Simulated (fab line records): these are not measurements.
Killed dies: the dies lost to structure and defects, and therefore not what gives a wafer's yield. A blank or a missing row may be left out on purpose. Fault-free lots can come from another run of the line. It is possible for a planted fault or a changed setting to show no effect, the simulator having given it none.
Chamber matching + flow n5 finfet + N5_BEOL_M3_ALD_98 on ald sin-01: 4 sister chambers
The step deposits SiO2, target thk 2.5 nm, pulse time 1 s, co reactant pulse time 1 s. 4 wafers are shown with their chamber, then 10 later ones without.

## WAFERS PAIRED WITH THEIR CHAMBERS
| wafer  | chamber | heater power w (W) |
|--------|---------|--------------------|
| L084.6 | 3       | 71                 |
| L089.5 | 1       | 67                 |
| L088.1 | 0       | 86                 |
| L088.3 | 2       | 82                 |

## WAFERS WITH NO CHAMBER GIVEN
| wafer  | heater power w (W) |
|--------|--------------------|
| L088.6 | 86                 |
| L090.2 | 71                 |
| L090.5 | 87                 |
| L090.6 | 70                 |
| L096.3 | 73                 |
| L096.5 | 69                 |
| L096.6 | 84                 |
| L095.3 | 85                 |
| L095.4 | 82                 |
| L095.5 | 73                 |

## WHICH CHAMBER EACH WENT THROUGH
| wafer  | from the rows above     | in truth |
|--------|-------------------------|----------|
| L088.6 | 0                       | 0        |
| L090.2 | 3                       | 3        |
| L090.5 | 0                       | 0        |
| L090.6 | can't be placed: 3 or 1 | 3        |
| L096.3 | 3                       | 3        |
| L096.5 | can't be placed: 1 or 3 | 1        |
| L096.6 | can't be placed: 0 or 2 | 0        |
| L095.3 | can't be placed: 0 or 2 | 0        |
| L095.4 | 2                       | 2        |
| L095.5 | 3                       | 3        |
6 of 10 placed correctly. Unplaceable from these rows: 4, with the true chamber sitting among the candidates in 4. 0 placed wrongly.
How it was worked out, from the rows above alone: a wafer's distance from a chamber is the root of the sum, over the readings, of the square of ((its reading less the chamber's mean) divided by the reading's scatter). The wafer belongs to the nearest chamber; if the next one is less than 2 further off, it can't be placed. The mean given for a chamber averages the wafers shown for that chamber. The scatter: root of mean squared gap, hidden wafer to nearest shown wafer, with one shown wafer a chamber.
